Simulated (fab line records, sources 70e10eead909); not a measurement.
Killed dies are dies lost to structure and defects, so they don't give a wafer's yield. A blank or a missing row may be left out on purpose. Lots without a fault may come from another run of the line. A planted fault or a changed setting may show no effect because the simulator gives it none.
Which tool did it? | flow nand_harc | 6 lots, 18 wafers sampled, at 1 step of a route of 1302

WHAT THE GAUGES READ, wafer by wafer
NHARC_A_DECK1_JOINT_INSPECT_05.
lot  | measured     | on                | raw_defect_count
L404 | day 12 22:17 | defect_inspect-01 | 433 356 271
L406 | day 13 22:10 | defect_inspect-01 | 188 285 408
L414 | day 17 03:28 | defect_inspect-02 | 582 744 368
L418 | day 18 21:53 | defect_inspect-01 | 395 362 461
L424 | day 21 10:50 | defect_inspect-02 | 350 413 213
L425 | day 22 09:20 | defect_inspect-01 | 216 183 337

WHICH TOOL RAN EACH LOT (tool, then ch and the chambers of the sampled wafers, then the start)
The record holds no process step before these readings.

THE ANSWER, worked out from the rows above alone
Rule: what is usual is taken from the lots themselves. Put in order of their means at a reading, lots are off if they are a third of the lots or fewer, leave a main group of 4 or more, and stand apart from it by a gap of 3 or more times the standard deviation of the main group's means; of several such gaps the widest counts. A main group whose means are all the same, to the digits that the tables above print for the reading, isn't used. A lot without any number at a reading at which 4 lots or more have one is off too. The other lots that the step has rows for count as sound.
No lot is off at any reading shown: from this, nothing can be told.

WHAT THE SIMULATOR HAD PUT IN
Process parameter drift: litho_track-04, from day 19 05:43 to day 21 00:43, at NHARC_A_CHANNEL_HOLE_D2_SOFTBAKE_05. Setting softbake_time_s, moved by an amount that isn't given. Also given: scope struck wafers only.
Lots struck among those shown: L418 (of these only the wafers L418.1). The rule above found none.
